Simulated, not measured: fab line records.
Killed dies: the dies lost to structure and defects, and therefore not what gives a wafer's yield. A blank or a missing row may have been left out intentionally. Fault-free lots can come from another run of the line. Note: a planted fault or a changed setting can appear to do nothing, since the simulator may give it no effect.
What tool caused it? | flow n5-finfet | 36 wafers from 12 lots sampled at 6 of the route's 1938 steps

## WHAT THE GAUGES SHOWED, per wafer
N5_BEOL_M9_CD_MEAS_11: the cd target is 64.1 nm.
lot  | measured     | on        | cd-nm (nm)
L074 | day 14 04:07 | cd-sem-03 | 65.1 64.8 64.2
L077 | day 14 15:25 | cd-sem-02 | 65.4 64.7 65.5
L078 | day 14 15:07 | cd-sem-01 | 63.8 63.9 64.7
L080 | day 15 11:21 | cd-sem-02 | 65.1 64.5 65.0
L082 | day 15 15:43 | cd-sem-01 | 63.9 64.1 63.0
L084 | day 16 06:21 | cd-sem-01 | 64.0 64.3 64.8
L089 | day 17 01:13 | cd-sem-01 | 64.5 62.9 64.2
L088 | day 17 11:11 | cd-sem-01 | 64.5 64.3 63.4
L092 | day 17 13:34 | cd-sem-03 | 63.6 65.2 64.6
L093 | day 18 10:28 | cd-sem-01 | 64.5 64.0 64.3
L095 | day 18 22:25 | cd-sem-02 | 65.0 64.8 64.0
L097 | day 19 11:56 | cd-sem-03 | 63.1 65.3 63.8

## WHICH TOOL RAN EACH LOT (tool, then ch and the chambers of the sampled wafers, then the start)
lot  | N5_BEOL_M8_PECVD_70             | N5_BEOL_M8_ETCH_72                 | N5_BEOL_M8_ETCH_41                            | N5_BEOL_M8_PRE_CLEAN_45      | N5_BEOL_M8_SPUTTER_48
L074 | pecvd-01 ch 0,2, day 13 17:45   | rie-diel-01 ch 0,1, day 13 21:10   | rie-diel-01 ch 0,1, day 13 23:34 or earlier   | pvd-sputter-03, day 13 23:34 | pvd-sputter-01, day 14 00:17
L077 | pecvd-01 ch 0,1,2, day 13 22:05 | rie-diel-01 ch 1,2,3, day 14 06:47 | rie-diel-01 ch 1,2,3, day 14 09:40 or earlier | pvd-sputter-03, day 14 09:40 | pvd-sputter-03, day 14 10:58
L078 | pecvd-01 ch 0,1,2, day 13 22:43 | rie-diel-05 ch 0,2, day 14 06:34   | rie-diel-05 ch 0,2, day 14 09:31 or earlier   | pvd-sputter-03, day 14 09:31 | pvd-sputter-03, day 14 10:49
L080 | pecvd-02 ch 1,2, day 15 00:10   | rie-diel-05 ch 0,3, day 15 05:59   | rie-diel-05 ch 0,3, day 15 07:07 or earlier   | pvd-sputter-03, day 15 07:07 | pvd-sputter-02, day 15 07:45
L082 | pecvd-03 ch 0,1,2, day 15 04:47 | rie-diel-04 ch 1,2,3, day 15 11:22 | rie-diel-04 ch 1,2,3, day 15 12:40 or earlier | pvd-sputter-01, day 15 12:40 | pvd-sputter-01, day 15 13:35
L084 | pecvd-03 ch 0,2, day 15 17:10   | rie-diel-01 ch 0,1, day 15 22:23   | rie-diel-01 ch 0,1, day 15 23:33 or earlier   | pvd-sputter-03, day 15 23:33 | pvd-sputter-02, day 16 00:33
L089 | pecvd-03 ch 1,2, day 16 15:34   | rie-diel-01 ch 0,1,2, day 16 19:26 | rie-diel-01 ch 0,1,2, day 16 20:41 or earlier | pvd-sputter-03, day 16 20:41 | pvd-sputter-01, day 16 21:22
L088 | pecvd-01 ch 1,2, day 16 23:43   | rie-diel-04 ch 1,2,3, day 17 04:02 | rie-diel-04 ch 1,2,3, day 17 05:25 or earlier | pvd-sputter-03, day 17 05:25 | pvd-sputter-01, day 17 06:59
L092 | pecvd-03 ch 0,1, day 17 04:01   | rie-diel-01 ch 1,2, day 17 07:01   | rie-diel-01 ch 1,2, day 17 08:11 or earlier   | pvd-sputter-02, day 17 08:11 | pvd-sputter-02, day 17 10:04
L093 | pecvd-02 ch 2, day 18 00:53     | rie-diel-05 ch 0,2,3, day 18 05:15 | rie-diel-05 ch 0,2,3, day 18 06:41 or earlier | pvd-sputter-01, day 18 06:41 | pvd-sputter-01, day 18 07:26
L095 | pecvd-01 ch 0,2, day 18 14:14   | rie-diel-01 ch 2,3, day 18 16:54   | rie-diel-01 ch 2,3, day 18 19:34 or earlier   | pvd-sputter-02, day 18 19:34 | pvd-sputter-02, day 18 20:17
L097 | pecvd-01 ch 1,2, day 19 00:52   | rie-diel-05 ch 1,2,3, day 19 05:29 | rie-diel-05 ch 1,2,3, day 19 06:34 or earlier | pvd-sputter-01, day 19 06:34 | pvd-sputter-03, day 19 07:46
- N5_BEOL_M8_PECVD_70: deposits SiO2 from TEOS/O2, target thk 20 nm, time 22.7 s.
- N5_BEOL_M8_ETCH_72: etches underlayer in N2/H2, target depth 6.5 nm, time 5.2 s.
- N5_BEOL_M8_ETCH_41: etches SiCN in CH3F/O2, target depth 31.9 nm, time 57.8 s.
- N5_BEOL_M8_PRE_CLEAN_45: time 30 s.
- N5_BEOL_M8_SPUTTER_48: material Cu, target thk 10 nm, time 1.667 s.

## THE ANSWER, worked out from the rows above alone
Rule: the lots themselves supply what counts as usual. The widest of any qualifying gaps counts: lots, ordered by their means at a reading, are off when they make up no more than a third of the lots, leave a main group of 4 or more, and stand apart from it by 3 or more times the standard deviation of that group's means. Not used: any main group whose means are identical at the precision the tables above print for the reading. Also off: a lot with no number at a reading for which 4 or more lots have one. All remaining lots with rows at the step are treated as sound.
No lot is off at any reading shown: from this, nothing can be told.

## WHAT THE SIMULATOR PUT IN
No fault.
